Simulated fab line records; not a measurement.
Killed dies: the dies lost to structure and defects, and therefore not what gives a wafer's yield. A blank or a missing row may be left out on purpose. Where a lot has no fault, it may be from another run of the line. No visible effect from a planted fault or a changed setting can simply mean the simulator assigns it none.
Which of the tools did it? || flow nand harc || 14 lots, 42 wafers sampled, at 4 steps of a route of 1302

## WHAT THE GAUGES SHOWED, per wafer
No reading from a measuring or inspecting step in the record can be judged against a usual standard deviation.

## TOOL THAT RAN EACH LOT (tool first, then ch and the chambers of the sampled wafers, then the start)
{"lot": "L757", "NHARC_P_CONTACT_DEP_00": "pecvd-04 ch 1,2, day 6 12:34 or earlier", "NHARC_P_CONTACT_PEB_10": "litho track-06 ch 0, day 6 12:34", "NHARC_P_CONTACT_DESCUM_17": "rie diel-04 ch 1,2,3, day 6 12:50", "NHARC_P_CONTACT_ETCH_18": "rie diel-04 ch 0,1,2, no start"}
{"lot": "L756", "NHARC_P_CONTACT_DEP_00": "pecvd-04 ch 0,1,2, day 6 13:44 or earlier", "NHARC_P_CONTACT_PEB_10": "litho track-06 ch 0, day 6 13:44", "NHARC_P_CONTACT_DESCUM_17": "rie diel-13 ch 0,1,2, day 6 13:59", "NHARC_P_CONTACT_ETCH_18": "rie diel-13 ch 0,1,3, no start"}
{"lot": "L759", "NHARC_P_CONTACT_DEP_00": "pecvd-01 ch 0,1,2, day 7 05:17 or earlier", "NHARC_P_CONTACT_PEB_10": "litho track-06 ch 0, day 7 05:17", "NHARC_P_CONTACT_DESCUM_17": "rie diel-04 ch 0,1,3, day 7 05:33", "NHARC_P_CONTACT_ETCH_18": "rie diel-04 ch 0,1,3, no start"}
{"lot": "L758", "NHARC_P_CONTACT_DEP_00": "pecvd-01 ch 0,1,2, day 7 05:46 or earlier", "NHARC_P_CONTACT_PEB_10": "litho track-04 ch 0, day 7 05:46", "NHARC_P_CONTACT_DESCUM_17": "rie diel-07 ch 1,3, day 7 06:02", "NHARC_P_CONTACT_ETCH_18": "rie diel-07 ch 2,3, no start"}
{"lot": "L760", "NHARC_P_CONTACT_DEP_00": "pecvd-04 ch 1,2, day 7 18:53 or earlier", "NHARC_P_CONTACT_PEB_10": "litho track-04 ch 0, day 7 18:53", "NHARC_P_CONTACT_DESCUM_17": "rie diel-07 ch 1,3, day 7 19:10", "NHARC_P_CONTACT_ETCH_18": "rie diel-07 ch 0,1,2, no start"}
{"lot": "L761", "NHARC_P_CONTACT_DEP_00": "pecvd-04 ch 0,1,2, day 8 09:23 or earlier", "NHARC_P_CONTACT_PEB_10": "litho track-04 ch 0, day 8 09:23", "NHARC_P_CONTACT_DESCUM_17": "rie diel-04 ch 0,3, day 8 09:40", "NHARC_P_CONTACT_ETCH_18": "rie diel-07 ch 0,1,2, day 8 10:12"}
{"lot": "L762", "NHARC_P_CONTACT_DEP_00": "pecvd-01 ch 0,1,2, day 8 10:54 or earlier", "NHARC_P_CONTACT_PEB_10": "litho track-04 ch 0, day 8 10:54", "NHARC_P_CONTACT_DESCUM_17": "rie diel-07 ch 1,2,3, day 8 11:10", "NHARC_P_CONTACT_ETCH_18": "rie diel-07 ch 0,1, no start"}
{"lot": "L763", "NHARC_P_CONTACT_DEP_00": "pecvd-01 ch 0,1,2, day 8 17:27 or earlier", "NHARC_P_CONTACT_PEB_10": "litho track-04 ch 0, day 8 17:27", "NHARC_P_CONTACT_DESCUM_17": "rie diel-13 ch 0,1,2, day 8 17:43", "NHARC_P_CONTACT_ETCH_18": "rie diel-13 ch 2,3, no start"}
{"lot": "L772", "NHARC_P_CONTACT_DEP_00": "pecvd-01 ch 0,1,2, day 12 20:35 or earlier", "NHARC_P_CONTACT_PEB_10": "litho track-04 ch 0, day 12 20:35", "NHARC_P_CONTACT_DESCUM_17": "rie diel-07 ch 0,2, day 12 20:52", "NHARC_P_CONTACT_ETCH_18": "rie diel-07 ch 0,2, no start"}
{"lot": "L773", "NHARC_P_CONTACT_DEP_00": "pecvd-04 ch 0,1, day 13 04:45 or earlier", "NHARC_P_CONTACT_PEB_10": "litho track-01 ch 0, day 13 04:45", "NHARC_P_CONTACT_DESCUM_17": "rie diel-07 ch 0,3, day 13 05:02", "NHARC_P_CONTACT_ETCH_18": "rie diel-07 ch 0,2,3, no start"}
{"lot": "L774", "NHARC_P_CONTACT_DEP_00": "pecvd-01 ch 1,2, day 13 10:55 or earlier", "NHARC_P_CONTACT_PEB_10": "litho track-01 ch 0, day 13 10:55", "NHARC_P_CONTACT_DESCUM_17": "rie diel-13 ch 0,1,3, day 13 11:12", "NHARC_P_CONTACT_ETCH_18": "rie diel-13 ch 0,2,3, no start"}
{"lot": "L776", "NHARC_P_CONTACT_DEP_00": "pecvd-04 ch 0,1, day 14 01:14 or earlier", "NHARC_P_CONTACT_PEB_10": "litho track-04 ch 0, day 14 01:14", "NHARC_P_CONTACT_DESCUM_17": "rie diel-04 ch 1,3, day 14 01:31", "NHARC_P_CONTACT_ETCH_18": "rie diel-04 ch 1,2, no start"}
{"lot": "L777", "NHARC_P_CONTACT_DEP_00": "pecvd-03 ch 0,1,2, day 14 12:56 or earlier", "NHARC_P_CONTACT_PEB_10": "litho track-01 ch 0, day 14 12:56", "NHARC_P_CONTACT_DESCUM_17": "rie diel-04 ch 1,2, day 14 13:12", "NHARC_P_CONTACT_ETCH_18": "rie diel-04 ch 0,1, no start"}
{"lot": "L778", "NHARC_P_CONTACT_DEP_00": "pecvd-01 ch 0,2, day 15 02:19 or earlier", "NHARC_P_CONTACT_PEB_10": "litho track-01 ch 0, day 15 02:19", "NHARC_P_CONTACT_DESCUM_17": "rie diel-13 ch 0,2,3, day 15 02:34", "NHARC_P_CONTACT_ETCH_18": "rie diel-13 ch 0,1,3, no start"}
- NHARC_P_CONTACT_DEP_00: deposits SiO2, target thk 500 nm.
- NHARC_P_CONTACT_PEB_10: peb time 65 s.
- NHARC_P_CONTACT_DESCUM_17: chemistry O2, time 3 s.
- NHARC_P_CONTACT_ETCH_18: etches the open film in C4F8/O2/Ar, target depth 481 nm, time 240.5 s.

## AS READ BY THE TOOLS THEMSELVES (means over the sampled wafers that have a number; for cases with no such wafer, the mark the record gives instead)
NHARC_P_CONTACT_DEP_00.
{"lot": "L757", "tool": "pecvd-04", "heater power w (W)": 485, "throttle valve pct (%)": 16.0}
{"lot": "L756", "tool": "pecvd-04", "heater power w (W)": 474, "throttle valve pct (%)": 15.5}
{"lot": "L759", "tool": "pecvd-01", "heater power w (W)": 524, "throttle valve pct (%)": 15.9}
{"lot": "L758", "tool": "pecvd-01", "heater power w (W)": 439, "throttle valve pct (%)": 15.8}
{"lot": "L760", "tool": "pecvd-04", "heater power w (W)": 517, "throttle valve pct (%)": 15.8}
{"lot": "L761", "tool": "pecvd-04", "heater power w (W)": 566, "throttle valve pct (%)": 15.6}
{"lot": "L762", "tool": "pecvd-01", "heater power w (W)": 485, "throttle valve pct (%)": 15.9}
{"lot": "L763", "tool": "pecvd-01", "heater power w (W)": 503, "throttle valve pct (%)": 15.8}
{"lot": "L772", "tool": "pecvd-01", "heater power w (W)": 508, "throttle valve pct (%)": 16.2}
{"lot": "L773", "tool": "pecvd-04", "heater power w (W)": 565, "throttle valve pct (%)": 15.1}
{"lot": "L774", "tool": "pecvd-01", "heater power w (W)": 466, "throttle valve pct (%)": 15.5}
{"lot": "L776", "tool": "pecvd-04", "heater power w (W)": 512, "throttle valve pct (%)": 15.2}
{"lot": "L777", "tool": "pecvd-03", "heater power w (W)": 524, "throttle valve pct (%)": 15.9}
{"lot": "L778", "tool": "pecvd-01", "heater power w (W)": 527, "throttle valve pct (%)": 16.3}

NHARC_P_CONTACT_PEB_10.
{"lot": "L757", "tool": "litho track-06", "chill plate temp C (C)": 23.08, "heater power total W (W)": 156.6, "plate temp C (C)": 100.12}
{"lot": "L756", "tool": "litho track-06", "chill plate temp C (C)": 23.05, "heater power total W (W)": 156.2, "plate temp C (C)": 99.93}
{"lot": "L759", "tool": "litho track-06", "chill plate temp C (C)": 23.06, "heater power total W (W)": 156.7, "plate temp C (C)": 100.04}
{"lot": "L758", "tool": "litho track-04", "chill plate temp C (C)": 22.93, "heater power total W (W)": 156.7, "plate temp C (C)": 100.05}
{"lot": "L760", "tool": "litho track-04", "chill plate temp C (C)": 22.94, "heater power total W (W)": 156.2, "plate temp C (C)": 100.06}
{"lot": "L761", "tool": "litho track-04", "chill plate temp C (C)": 22.96, "heater power total W (W)": 156.6, "plate temp C (C)": 99.82}
{"lot": "L762", "tool": "litho track-04", "chill plate temp C (C)": 23.10, "heater power total W (W)": 151.6, "plate temp C (C)": 97.51}
{"lot": "L763", "tool": "litho track-04", "chill plate temp C (C)": 22.97, "heater power total W (W)": 151.7, "plate temp C (C)": 97.57}
{"lot": "L772", "tool": "litho track-04", "chill plate temp C (C)": 23.09, "heater power total W (W)": 156.8, "plate temp C (C)": 100.16}
{"lot": "L773", "tool": "litho track-01", "chill plate temp C (C)": 23.12, "heater power total W (W)": 156.7, "plate temp C (C)": 99.89}
{"lot": "L774", "tool": "litho track-01", "chill plate temp C (C)": 22.91, "heater power total W (W)": 156.7, "plate temp C (C)": 100.23}
{"lot": "L776", "tool": "litho track-04", "chill plate temp C (C)": 22.91, "heater power total W (W)": 157.0, "plate temp C (C)": 100.11}
{"lot": "L777", "tool": "litho track-01", "chill plate temp C (C)": 22.89, "heater power total W (W)": 156.3, "plate temp C (C)": 99.90}
{"lot": "L778", "tool": "litho track-01", "chill plate temp C (C)": 22.98, "heater power total W (W)": 156.5, "plate temp C (C)": 99.88}

NHARC_P_CONTACT_DESCUM_17.
{"lot": "L757", "tool": "rie diel-04", "drypump motor current A (A)": 6.1, "oes product au (a.u.)": 0.993, "rf vpp V (V)": 57.7, "showerhead plenum p Torr (Torr)": 1.90, "throttle valve pct (%)": 11.312}
{"lot": "L756", "tool": "rie diel-13", "drypump motor current A (A)": 5.6, "oes product au (a.u.)": 0.997, "rf vpp V (V)": 58.8, "showerhead plenum p Torr (Torr)": 1.96, "throttle valve pct (%)": 11.304}
{"lot": "L759", "tool": "rie diel-04", "drypump motor current A (A)": 5.9, "oes product au (a.u.)": 0.991, "rf vpp V (V)": 57.0, "showerhead plenum p Torr (Torr)": 1.90, "throttle valve pct (%)": 11.311}
{"lot": "L758", "tool": "rie diel-07", "drypump motor current A (A)": 6.3, "oes product au (a.u.)": 0.994, "rf vpp V (V)": 58.1, "showerhead plenum p Torr (Torr)": 1.98, "throttle valve pct (%)": 11.315}
{"lot": "L760", "tool": "rie diel-07", "drypump motor current A (A)": 6.3, "oes product au (a.u.)": 1.004, "rf vpp V (V)": 58.4, "showerhead plenum p Torr (Torr)": 1.98, "throttle valve pct (%)": 11.311}
{"lot": "L761", "tool": "rie diel-04", "drypump motor current A (A)": 5.7, "oes product au (a.u.)": 0.999, "rf vpp V (V)": 57.3, "showerhead plenum p Torr (Torr)": 1.83, "throttle valve pct (%)": 11.308}
{"lot": "L762", "tool": "rie diel-07", "drypump motor current A (A)": 5.7, "oes product au (a.u.)": 1.001, "rf vpp V (V)": 57.9, "showerhead plenum p Torr (Torr)": 2.00, "throttle valve pct (%)": 11.316}
{"lot": "L763", "tool": "rie diel-13", "drypump motor current A (A)": 5.6, "oes product au (a.u.)": 0.996, "rf vpp V (V)": 58.5, "showerhead plenum p Torr (Torr)": 1.96, "throttle valve pct (%)": 11.316}
{"lot": "L772", "tool": "rie diel-07", "drypump motor current A (A)": 5.0, "oes product au (a.u.)": 1.002, "rf vpp V (V)": 57.8, "showerhead plenum p Torr (Torr)": 1.99, "throttle valve pct (%)": 11.320}
{"lot": "L773", "tool": "rie diel-07", "drypump motor current A (A)": 6.1, "oes product au (a.u.)": 1.005, "rf vpp V (V)": 57.8, "showerhead plenum p Torr (Torr)": 1.95, "throttle valve pct (%)": 11.308}
{"lot": "L774", "tool": "rie diel-13", "drypump motor current A (A)": 5.9, "oes product au (a.u.)": 1.008, "rf vpp V (V)": 56.9, "showerhead plenum p Torr (Torr)": 1.94, "throttle valve pct (%)": 11.311}
{"lot": "L776", "tool": "rie diel-04", "drypump motor current A (A)": 6.4, "oes product au (a.u.)": 1.002, "rf vpp V (V)": 58.6, "showerhead plenum p Torr (Torr)": 1.98, "throttle valve pct (%)": 11.307}
{"lot": "L777", "tool": "rie diel-04", "drypump motor current A (A)": 6.3, "oes product au (a.u.)": 0.994, "rf vpp V (V)": 59.0, "showerhead plenum p Torr (Torr)": 1.97, "throttle valve pct (%)": 11.310}
{"lot": "L778", "tool": "rie diel-13", "drypump motor current A (A)": 5.6, "oes product au (a.u.)": 1.009, "rf vpp V (V)": 57.5, "showerhead plenum p Torr (Torr)": 1.90, "throttle valve pct (%)": 11.303}

NHARC_P_CONTACT_ETCH_18.
{"lot": "L757", "tool": "rie diel-04", "bias w (W)": 1502, "oes product au (a.u.)": 0.913, "rf vpp V (V)": 976}
{"lot": "L756", "tool": "rie diel-13", "bias w (W)": 1498, "oes product au (a.u.)": 0.968, "rf vpp V (V)": 980}
{"lot": "L759", "tool": "rie diel-04", "bias w (W)": 1502, "oes product au (a.u.)": 0.965, "rf vpp V (V)": 977}
{"lot": "L758", "tool": "rie diel-07", "bias w (W)": 1501, "oes product au (a.u.)": 0.920, "rf vpp V (V)": 981}
{"lot": "L760", "tool": "rie diel-07", "bias w (W)": 1504, "oes product au (a.u.)": 0.945, "rf vpp V (V)": 984}
{"lot": "L761", "tool": "rie diel-07", "bias w (W)": 1497, "oes product au (a.u.)": 0.980, "rf vpp V (V)": 984}
{"lot": "L762", "tool": "rie diel-07", "bias w (W)": 1501, "oes product au (a.u.)": 0.973, "rf vpp V (V)": 984}
{"lot": "L763", "tool": "rie diel-13", "bias w (W)": 1498, "oes product au (a.u.)": 0.972, "rf vpp V (V)": 976}
{"lot": "L772", "tool": "rie diel-07", "bias w (W)": 1501, "oes product au (a.u.)": 0.958, "rf vpp V (V)": 983}
{"lot": "L773", "tool": "rie diel-07", "bias w (W)": 1501, "oes product au (a.u.)": 0.962, "rf vpp V (V)": 981}
{"lot": "L774", "tool": "rie diel-13", "bias w (W)": 1501, "oes product au (a.u.)": 0.953, "rf vpp V (V)": 977}
{"lot": "L776", "tool": "rie diel-04", "bias w (W)": 1499, "oes product au (a.u.)": 0.954, "rf vpp V (V)": 977}
{"lot": "L777", "tool": "rie diel-04", "bias w (W)": 1501, "oes product au (a.u.)": 0.946, "rf vpp V (V)": 982}
{"lot": "L778", "tool": "rie diel-13", "bias w (W)": 1495, "oes product au (a.u.)": 0.953, "rf vpp V (V)": 980}

## THE ANSWER, worked out from the rows above alone
Rule: the usual values come from the lots themselves. The widest of any qualifying gaps counts: lots, ordered by their means at a reading, are off when they make up no more than a third of the lots, leave a main group of 4 or more, and stand apart from it by 3 or more times the standard deviation of that group's means. A main group whose means are all the same, to the digits that the tables above print for the reading, isn't used. A lot without any number at a reading at which 4 lots or more have one is off too. Where the step has rows for the other lots, those lots are counted as sound. After the gauges, taken in route order, come the tools' own readings; for these a lot's mean is taken, as printed above. At the first step where some lot is off, the reading lying furthest off is the one used; lots without a number count as furthest.
Off: L762, L763, at NHARC_P_CONTACT_PEB_10 (heater power total W). Mean 156.6 W and standard deviation 0.23 in the main group.
If a tool, at that step or one of the process steps before it, ran each lot that is off and ran no sound lot following the first of them, it fits. NHARC_P_CONTACT_DEP_00 gives no start for some lots, so the hours and the order of its lots are those of NHARC_P_CONTACT_PEB_10. Of those tried, none fits.

## WHAT THE SIMULATOR HAD INSERTED
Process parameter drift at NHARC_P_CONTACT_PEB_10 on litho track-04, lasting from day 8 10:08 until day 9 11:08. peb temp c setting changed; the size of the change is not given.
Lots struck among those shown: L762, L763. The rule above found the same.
